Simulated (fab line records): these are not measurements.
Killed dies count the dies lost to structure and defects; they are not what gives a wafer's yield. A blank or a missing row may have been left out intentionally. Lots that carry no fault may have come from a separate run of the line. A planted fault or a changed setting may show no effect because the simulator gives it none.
fab line records + flow n5-finfet
[record]
- lots = 7
- wafers = 18
- last-day = 20
route steps=1938 shown BEOL_M11@1542 PASSIVATION@1936
lots with no fault: from the same line, run without faults
start-h: hours from the record's opening day to when the first of the lot's shown wafers began + wait-h: hours since the lot's step before + " repeats the value in the row above + L1.1+2: several wafers, shown together as one row + - no value present, or no start provided + * or withheld: withheld + < > ~ a bound
route shown NAME@n: a module of which the file shows steps, and the number in the route of the first + usual: average and standard deviation across the fault-free wafers + same: alike in all rows + chamber/n: place in a boat + sites: per-site readings + _std_site: the values' standard deviation + _edge_site: inner sites' mean taken away from outer sites' mean + radius-mm: how far each site lies from the wafer's centre + mask NAME#n: copy n + behind: the last tool/chamber to shape the wafer + hold: why the lot went on hold/how many hours it stayed there/how the hold came to an end + device: which transistor (n, p or np) failed to switch + end of line: tests of these same wafers at the route's end + a step with no rows: only its recipe + killed: dies lost to structure and defects at the first sort, not the wafer's yield + map: per-die view of a wafer (x killed, . not killed, _ where there is no die)
set.NAME: the run value of the setting; set.NAME@STEP: its run value at that earlier step + model.NAME: the simulator's own value behind a step, which no gauge read
lots seen at some steps along the route; tables by step, rows by wafer
services: when a tool's chamber went out of use (start-h, in hours from the record's first day, below 0 if earlier), for how many hours, and the reason
[[steps]]
[step N5_BEOL_M11_COAT_60]
[recipe]
- resist = SiARC
- temp-c = 220
- time-s = 60
- spin-rpm = 1500
- resist-thk-nm = 30
[step N5_BEOL_M11_COAT_05]
[recipe]
- resist = CAR-ArF
- spin-rpm = 1500
- resist-thk-nm = 90
[step N5_BEOL_M11_EBR_07]
[recipe]
- solvent = PGMEA
- ebr-width-mm = 1.5
[step N5_BEOL_M11_SOFTBAKE_06]
[recipe]
- temp-c = 110
- time-s = 60
- resist = CAR-ArF
[step N5_BEOL_M11_EXPOSE_08]
[recipe]
- mask-id = M11
- na = 1.35
- source-shape = dipole
- sigma-inner = 0.411
- sigma-outer = 0.611
- polarization = te
- dose-mj = 53.75
[step N5_BEOL_M11_PEB_09]
[recipe]
- peb-temp-c = withheld
- peb-time-s = 60
- resist = CAR-ArF
[step N5_BEOL_M11_DEVELOP_10]
[recipe]
- develop-time-s = 30
- developer = TMAH
- resist = CAR-ArF
- rinse-liquid = diw
- dry = air-spin
- dev-temp-c = 23
[step N5_BEOL_M11_CD_MEAS_11]
[recipe]
- target-cd-nm = 64.1
- landing-energy-ev = 500
- detector = se-inlens
- polarity = opening
[usual]
- cd-nm = 63.8/0.83
| lot.wafer | tool      | chamber | start-h | wait-h | cd-nm |
|-----------|-----------|---------|---------|--------|-------|
| L470.1    | cd-sem-02 | 0       | 323.12  | -      | 63.3  |
| L470.4    | "         | 0       | "       | "      | 64.2  |
| L470.6    | "         | 0       | "       | "      | 62.9  |
| L472.1    | cd-sem-03 | 0       | 338.69  | -      | 63.1  |
| L472.3    | "         | 0       | "       | "      | 63.3  |
| L472.4    | "         | 0       | "       | "      | 63.6  |
| L474.1    | cd-sem-03 | 0       | 367.61  | -      | 64.6  |
| L474.6    | "         | 0       | "       | "      | 63.8  |
| L478.1    | cd-sem-02 | 0       | 376.19  | -      | 62.6  |
| L478.2    | "         | 0       | "       | "      | 62.5  |
| L477.1    | cd-sem-03 | 0       | 386.29  | -      | 64.2  |
| L477.6    | "         | 0       | "       | "      | 65.0  |
| L481.3    | cd-sem-02 | 0       | 386.45  | -      | 62.7  |
| L481.5    | "         | 0       | "       | "      | 63.2  |
| L481.6    | "         | 0       | "       | "      | 64.0  |
| L486.1    | cd-sem-02 | 0       | 430.85  | -      | 62.9  |
| L486.5    | "         | 0       | "       | "      | 63.2  |
| L486.6    | "         | 0       | "       | "      | 63.8  |
[step N5_BEOL_M11_OVL_MEAS_12]
[recipe]
- points-per-wafer = 44
[usual]
- M11_OVL = 0.2/0.78
| lot.wafer | tool       | chamber | start-h | wait-h | M11_OVL[nm] |
|-----------|------------|---------|---------|--------|-------------|
| L470.1    | overlay-01 | 0       | 323.15  | 0.0    | 0.0         |
| L470.4    | "          | 0       | "       | "      | -1.0        |
| L470.6    | "          | 0       | "       | "      | -0.3        |
| L472.1    | overlay-01 | 0       | 338.72  | 0.0    | 0.9         |
| L472.3    | "          | 0       | "       | "      | -0.6        |
| L472.4    | "          | 0       | "       | "      | 0.3         |
| L474.1    | overlay-01 | 0       | 367.64  | 0.0    | -0.1        |
| L474.6    | "          | 0       | "       | "      | 0.6         |
| L478.1    | overlay-01 | 0       | 376.23  | 0.0    | -0.8        |
| L478.2    | "          | 0       | "       | "      | -0.7        |
| L477.1    | overlay-01 | 0       | 386.32  | 0.0    | 0.9         |
| L477.6    | "          | 0       | "       | "      | -0.2        |
| L481.3    | overlay-01 | 0       | 386.48  | 0.0    | 0.1         |
| L481.5    | "          | 0       | "       | "      | -1.9        |
| L481.6    | "          | 0       | "       | "      | 0.3         |
| L486.1    | overlay-01 | 0       | 430.88  | 0.0    | 0.8         |
| L486.5    | "          | 0       | "       | "      | 0.2         |
| L486.6    | "          | 0       | "       | "      | 1.8         |
[step N5_BEOL_M11_INSPECT_13]
[recipe]
- mode = adi
- inspect-instrument = brightfield
[usual]
- raw-defect-count = 388/96
| lot.wafer | tool              | chamber | start-h | wait-h | raw-defect-count |
|-----------|-------------------|---------|---------|--------|------------------|
| L470.1    | defect-inspect-02 | -       | 323.17  | 0.0    | 494              |
| L470.4    | "                 | -       | "       | "      | 349              |
| L470.6    | "                 | -       | "       | "      | 534              |
| L472.1    | defect-inspect-02 | -       | 338.74  | 0.0    | 414              |
| L472.3    | "                 | -       | "       | "      | 602              |
| L472.4    | "                 | -       | "       | "      | 520              |
| L474.1    | defect-inspect-01 | -       | 367.66  | 0.0    | 383              |
| L474.6    | "                 | -       | "       | "      | 417              |
| L478.1    | defect-inspect-01 | -       | 376.25  | 0.0    | 334              |
| L478.2    | "                 | -       | "       | "      | 276              |
| L477.1    | defect-inspect-01 | -       | 386.34  | 0.0    | 310              |
| L477.6    | "                 | -       | "       | "      | 297              |
| L481.3    | defect-inspect-01 | -       | 386.51  | 0.0    | 259              |
| L481.5    | "                 | -       | "       | "      | 379              |
| L481.6    | "                 | -       | "       | "      | 312              |
| L486.1    | defect-inspect-01 | -       | 430.91  | 0.0    | 353              |
| L486.5    | "                 | -       | "       | "      | 440              |
| L486.6    | "                 | -       | "       | "      | 471              |
[step N5_BEOL_M11_DESCUM_16]
[recipe]
- chemistry = O2
- time-s = 7.9
- source-power-w = 50
- bias-power-w = 20
- pressure-mtorr = 20
- rf-frequency-hz = 2.712e+07
- temp-c = 40
- resist = CAR-ArF
- o2-flow-sccm = 225
[usual]
- chamber-pressure-mTorr = 20.000/0.018
- drypump-motor-current-A = 5.8/0.37
- oes-product-au = 0.80/0.079
- rf-vpp-V = 243.3/1.7
- showerhead-plenum-p-Torr = 2.10/0.084
- throttle-valve-pct = 20.39/0.25
| lot.wafer | tool        | chamber | start-h | wait-h | chamber-pressure-mTorr | drypump-motor-current-A | oes-product-au | rf-hours-counter-h | rf-vpp-V | showerhead-plenum-p-Torr | throttle-valve-pct |
|-----------|-------------|---------|---------|--------|------------------------|-------------------------|----------------|--------------------|----------|--------------------------|--------------------|
| L470.1    | rie-diel-03 | 0       | 323.58  | 0.4    | 20.025                 | 6.1                     | 0.77           | 158                | 243.0    | 2.11                     | 20.31              |
| L470.4    | "           | 3       | "       | "      | 19.980                 | 5.2                     | 0.84           | 72                 | 245.6    | 2.18                     | 20.11              |
| L470.6    | "           | 1       | "       | "      | 19.958                 | 5.8                     | 0.99           | -                  | 242.7    | 2.16                     | 20.76              |
| L472.1    | rie-diel-02 | 3       | 338.78  | 0.0    | 19.996                 | 5.9                     | 0.71           | 217                | 242.8    | 2.18                     | 20.68              |
| L472.3    | "           | 1       | "       | "      | 20.007                 | 5.4                     | 0.75           | 172                | 242.1    | 2.01                     | 20.30              |
| L472.4    | "           | 0       | "       | "      | 20.025                 | 5.8                     | 0.92           | 29                 | 243.4    | 2.07                     | 20.54              |
| L474.1    | rie-diel-02 | 1       | 368.00  | 0.3    | 19.997                 | 5.4                     | 0.72           | 182                | 241.2    | 2.01                     | 20.32              |
| L474.6    | "           | 0       | "       | "      | 20.012                 | 5.7                     | 0.89           | -                  | 242.5    | 2.06                     | 20.56              |
| L478.1    | rie-diel-02 | 3       | 376.50  | 0.2    | 19.999                 | 5.9                     | 0.71           | 228                | 244.4    | 2.18                     | 20.69              |
| L478.2    | "           | 1       | "       | "      | 20.005                 | 5.4                     | 0.73           | 184                | 243.2    | 2.01                     | 20.33              |
| L477.1    | rie-diel-02 | 3       | 386.38  | 0.0    | 20.033                 | 5.9                     | 0.71           | 231                | 244.7    | 2.18                     | 20.70              |
| L477.6    | "           | 3       | "       | "      | 20.027                 | 5.9                     | 0.71           | -                  | 243.9    | 2.18                     | 20.71              |
| L481.3    | rie-diel-06 | 2       | 386.54  | 0.0    | 20.001                 | 5.2                     | 0.81           | 83                 | 241.3    | 2.09                     | 19.94              |
| L481.5    | "           | 0       | "       | "      | 20.021                 | 6.2                     | 0.76           | -                  | 243.3    | 2.09                     | 20.33              |
| L481.6    | "           | 3       | "       | "      | 20.024                 | 5.4                     | 0.82           | -                  | 243.3    | 1.99                     | 20.18              |
| L486.1    | rie-diel-03 | 2       | 431.13  | 0.2    | 20.003                 | 6.2                     | 0.78           | 139                | 243.7    | 2.17                     | 20.30              |
| L486.5    | "           | 0       | "       | "      | 19.981                 | 6.2                     | 0.74           | -                  | 241.7    | 2.10                     | 20.35              |
| L486.6    | "           | 3       | "       | "      | 20.000                 | 5.2                     | 0.80           | -                  | 244.8    | 2.16                     | 20.18              |
[step N5_BEOL_M11_ETCH_61]
[recipe]
- chemistry = CF4
- target = SiARC
- target-depth-a = 390
- mask-material = CAR-ArF
- time-s = 65
- ion-energy-ev = 80
- pressure-mtorr = 40
- source-w = 545
- bias-w = 36
- Ar_flow_sccm = 100
- cf4-flow-sccm = 100
- ends = cleared
[usual]
- chamber-pressure-mTorr = 40.00/0.035
- drypump-motor-current-A = 5.8/0.37
- etch-rf-on-time-s = 63.5/1.9
- oes-product-au = 0.69/0.067
- rf-vpp-V = 184.2/1.5
- showerhead-plenum-p-Torr = 2.15/0.081
- throttle-valve-pct = 15.53/0.15
| lot.wafer | tool        | chamber | start-h | wait-h | chamber-pressure-mTorr | drypump-motor-current-A | etch-rf-on-time-s | oes-product-au | rf-hours-counter-h | rf-vpp-V | showerhead-plenum-p-Torr | throttle-valve-pct |
|-----------|-------------|---------|---------|--------|------------------------|-------------------------|-------------------|----------------|--------------------|----------|--------------------------|--------------------|
| L470.1    | rie-diel-03 | 0       | 323.62  | 0.0    | 39.93                  | 6.2                     | 58.0              | 0.68           | 158                | 184.7    | 2.13                     | 15.31              |
| L470.4    | "           | 3       | "       | "      | 40.01                  | 5.2                     | 62.3              | 0.74           | 72                 | 185.8    | 2.26                     | 15.55              |
| L470.6    | "           | 1       | "       | "      | 39.93                  | 5.8                     | 62.9              | 0.84           | -                  | 185.2    | 2.17                     | 15.61              |
| L472.1    | rie-diel-02 | 3       | 338.81  | 0.0    | 40.07                  | 5.9                     | 65.8              | 0.61           | 217                | 185.6    | 2.18                     | 15.58              |
| L472.3    | "           | 1       | "       | "      | 40.00                  | 5.4                     | 65.6              | 0.63           | 172                | 184.4    | 2.07                     | 15.57              |
| L472.4    | "           | 0       | "       | "      | 39.98                  | 5.8                     | 65.1              | 0.78           | 29                 | 183.7    | 2.11                     | 15.52              |
| L474.1    | rie-diel-02 | 1       | 368.04  | 0.0    | 40.02                  | 5.4                     | 64.9              | 0.62           | 182                | 183.1    | 2.07                     | 15.60              |
| L474.6    | "           | 0       | "       | "      | 40.05                  | 5.7                     | 63.8              | 0.78           | -                  | 183.0    | 2.11                     | 15.54              |
| L478.1    | rie-diel-02 | 3       | 376.53  | 0.0    | 40.01                  | 5.9                     | 64.9              | 0.60           | 228                | 183.0    | 2.18                     | 15.60              |
| L478.2    | "           | 1       | "       | "      | 39.97                  | 5.4                     | 65.3              | 0.62           | 184                | 184.0    | 2.06                     | 15.62              |
| L477.1    | rie-diel-02 | 3       | 386.41  | 0.0    | 40.02                  | 5.9                     | 65.5              | 0.60           | 231                | 185.0    | 2.18                     | 15.59              |
| L477.6    | "           | 3       | "       | "      | 40.05                  | 5.9                     | 65.5              | 0.59           | -                  | 185.2    | 2.18                     | 15.60              |
| L481.3    | rie-diel-06 | 2       | 386.57  | 0.0    | 40.04                  | 5.2                     | 64.2              | 0.70           | 83                 | 185.0    | 2.18                     | 15.36              |
| L481.5    | "           | 0       | "       | "      | 39.94                  | 6.2                     | 63.5              | 0.63           | -                  | 184.7    | 2.13                     | 15.49              |
| L481.6    | "           | 3       | "       | "      | 40.03                  | 5.4                     | 65.2              | 0.69           | -                  | 182.4    | 2.08                     | 15.64              |
| L486.1    | rie-diel-03 | 2       | 431.16  | 0.0    | 39.99                  | 6.3                     | 64.2              | 0.68           | 139                | 183.8    | 2.21                     | 15.49              |
| L486.5    | "           | 0       | "       | "      | 40.00                  | 6.1                     | 58.8              | 0.66           | -                  | 184.1    | 2.12                     | 15.37              |
| L486.6    | "           | 3       | "       | "      | 40.00                  | 5.1                     | 64.0              | 0.69           | -                  | 185.0    | 2.25                     | 15.64              |
[step N5_BEOL_M11_ETCH_62]
[recipe]
- chemistry = N2/H2
- target = SOC
- target-depth-a = 1100
- overetch-a = 220
- mask-material = SiARC
- temp-c = 40
- time-s = 165
- ion-energy-ev = 200
- pressure-mtorr = 30
- source-w = 840
- bias-w = 150
- n2-flow-sccm = 200
- h2-flow-sccm = 200
[usual]
- chamber-pressure-mTorr = 30.001/0.027
- drypump-motor-current-A = 5.8/0.37
- n2-flow-sccm = 200.0/0.67
- oes-product-au = 0.68/0.064
- rf-vpp-V = 524/3.1
- showerhead-plenum-p-Torr = 2.56/0.11
- throttle-valve-pct = 17.79/0.21
| lot.wafer | tool        | chamber | start-h | wait-h | chamber-pressure-mTorr | drypump-motor-current-A | n2-flow-sccm | oes-product-au | rf-hours-counter-h | rf-vpp-V | showerhead-plenum-p-Torr | throttle-valve-pct | model.SiARC_of_BEOL_M11_COAT_60.thk-nm |
|-----------|-------------|---------|---------|--------|------------------------|-------------------------|--------------|----------------|--------------------|----------|--------------------------|--------------------|----------------------------------------|
| L470.1    | rie-diel-03 | 0       | 323.67  | 0.0    | 29.984                 | 6.1                     | 200.0        | 0.64           | 158                | 525      | 2.54                     | 17.49              | 22.4                                   |
| L470.4    | "           | 3       | "       | "      | 29.955                 | 5.2                     | 199.4        | 0.71           | 72                 | 527      | 2.70                     | 17.90              | 23.2                                   |
| L470.6    | "           | 1       | "       | "      | 30.046                 | 5.8                     | 199.5        | 0.82           | -                  | 525      | 2.58                     | 17.92              | 23.2                                   |
| L472.1    | rie-diel-02 | 3       | 338.86  | 0.0    | 30.013                 | 5.9                     | 199.9        | 0.60           | 217                | 526      | 2.62                     | 17.88              | 23.8                                   |
| L472.3    | "           | 1       | "       | "      | 29.919                 | 5.4                     | 198.8        | 0.63           | 172                | 521      | 2.45                     | 17.78              | 23.6                                   |
| L472.4    | "           | 0       | "       | "      | 29.978                 | 5.8                     | 198.2        | 0.77           | 29                 | 523      | 2.51                     | 18.04              | 23.6                                   |
| L474.1    | rie-diel-02 | 1       | 368.09  | 0.0    | 30.045                 | 5.4                     | 200.4        | 0.62           | 182                | 521      | 2.44                     | 17.80              | 24.8                                   |
| L474.6    | "           | 0       | "       | "      | 29.962                 | 5.8                     | 200.1        | 0.76           | -                  | 521      | 2.51                     | 18.04              | 23.6                                   |
| L478.1    | rie-diel-02 | 3       | 376.58  | 0.0    | 30.039                 | 5.9                     | 200.2        | 0.60           | 228                | 525      | 2.61                     | 17.89              | 24.6                                   |
| L478.2    | "           | 1       | "       | "      | 29.998                 | 5.4                     | 199.5        | 0.62           | 184                | 521      | 2.44                     | 17.80              | 23.6                                   |
| L477.1    | rie-diel-02 | 3       | 386.46  | 0.0    | 30.032                 | 5.8                     | 200.0        | 0.59           | 231                | 525      | 2.61                     | 17.91              | 24.6                                   |
| L477.6    | "           | 3       | "       | "      | 30.039                 | 5.9                     | 201.2        | 0.60           | -                  | 528      | 2.61                     | 17.90              | 23.4                                   |
| L481.3    | rie-diel-06 | 2       | 386.62  | 0.0    | 30.037                 | 5.2                     | 199.6        | 0.69           | 83                 | 524      | 2.58                     | 17.53              | 23.6                                   |
| L481.5    | "           | 0       | "       | "      | 29.965                 | 6.3                     | 198.8        | 0.63           | -                  | 524      | 2.51                     | 17.44              | 23.4                                   |
| L481.6    | "           | 3       | "       | "      | 29.966                 | 5.4                     | 198.9        | 0.69           | -                  | 520      | 2.44                     | 17.56              | 23.2                                   |
| L486.1    | rie-diel-03 | 2       | 431.21  | 0.0    | 29.999                 | 6.2                     | 200.3        | 0.66           | 139                | 525      | 2.68                     | 17.92              | 23.6                                   |
| L486.5    | "           | 0       | "       | "      | 29.987                 | 6.2                     | 200.3        | 0.61           | -                  | 523      | 2.53                     | 17.53              | 22.8                                   |
| L486.6    | "           | 3       | "       | "      | 30.006                 | 5.2                     | 199.5        | 0.68           | -                  | 526      | 2.68                     | 17.96              | 23.8                                   |
[step N5_BEOL_M11_STRIP_68]
[recipe]
- chemistry = N2/H2
- temp-c = 40
- n2-flow-sccm = 200
- h2-flow-sccm = 200
- rf-frequency-hz = 6e+07
[step N5_PASSIVATION_PROBE_49]
[usual]
- defect-limited-yield = 91.4/1.4
- killed_at_M0_to_M3 = 34/9.1
- killed_at_M4_up = 14/5.2
- killed-at-contacts = 12/6.4
- killed-at-front-end = 38/11
- killed-at-other = 3.7/2.8
- killed-dies = 102/17
- killed-open = 68/13
- killed-short = 32/7.8
- sort_bin_4_leakage = 0.05/0.3
- sort_bin_5_function = 5.1/1
- sort_bin_6_memory = 3.2/0.66
- sort_bin_8_speed = 0.1/0.92
- sort-n-pass = 1076/19
- sort-yield-pct = 91.2/1.6
[same]
- gross-dies = 1180
- killed-at-back-side = 0
| lot.wafer | tool      | chamber | start-h | wait-h | defect-limited-yield[%] | killed_at_M0_to_M3 | killed_at_M4_up | killed-at-contacts | killed-at-front-end | killed-at-other | killed-dies | killed-open | killed-short | sort_bin_4_leakage[%] | sort_bin_5_function[%] | sort_bin_6_memory[%] | sort_bin_8_speed[%] | sort-n-pass | sort-yield-pct[%] |
|-----------|-----------|---------|---------|--------|-------------------------|--------------------|-----------------|--------------------|---------------------|-----------------|-------------|-------------|--------------|-----------------------|------------------------|----------------------|---------------------|-------------|-------------------|
| L472.1    | prober-02 | -       | 392.25  | 0.0    | 90.5                    | 44                 | 14              | 14                 | 37                  | 3               | 112         | 78          | 34           | 0                     | 6.4                    | 3.0                  | 0                   | 1068        | 90.5              |
// killed by level:class
L472.1 MOL_CONTACT_COAG:geometric-particle:open=13 BEOL_M2:geometric-particle:open=12 BEOL_M3:geometric-particle:open=11 FIN_SAQP:geometric-particle:open=7 BEOL_M0_SAQP:geometric-particle:short=7 BEOL_M5:geometric-particle:open=6 BEOL_M1:geometric-particle:open=5 FIN_SAQP:geometric-particle:short=4
[[services]]
| tool        | chamber | start-h | hours | kind   |
|-------------|---------|---------|-------|--------|
| rie-diel-03 | 1       | 329.37  | 6.6   | repair |
| rie-diel-03 | 1       | 340.94  | 8.2   | repair |
| rie-diel-03 | 0       | 353.27  | 4.3   | repair |
| rie-diel-02 | 0       | 384.42  | 8.9   | repair |
| rie-diel-02 | 1       | 402.36  | 6.6   | repair |
| rie-diel-02 | 2       | 408.53  | 8.2   | repair |
| rie-diel-06 | -       | 416.45  | 15.6  | pm     |
| rie-diel-03 | 1       | 423.86  | 10.7  | repair |
[[key]]
first-sign none at tools or gauges
[model-effect]
- step = N5_BEOL_M11_ETCH_62
- value = SiARC_of_BEOL_M11_COAT_60.thk-nm
- without = 23.53
- struck = 24.67
met-at N5_BEOL_M11_ETCH_62
struck-wafers L474.1,L477.1,L478.1
onset-between 338.86 368.09
[fault]
- kind = process-parameter-drift
- tool = rie-diel-02
- chamber = -
- onset-h = 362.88
- steps = N5_BEOL_M11_ETCH_62
- channel = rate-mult
- offset = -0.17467
- shape = step
- end-h = 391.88
- scope = struck-wafers-only
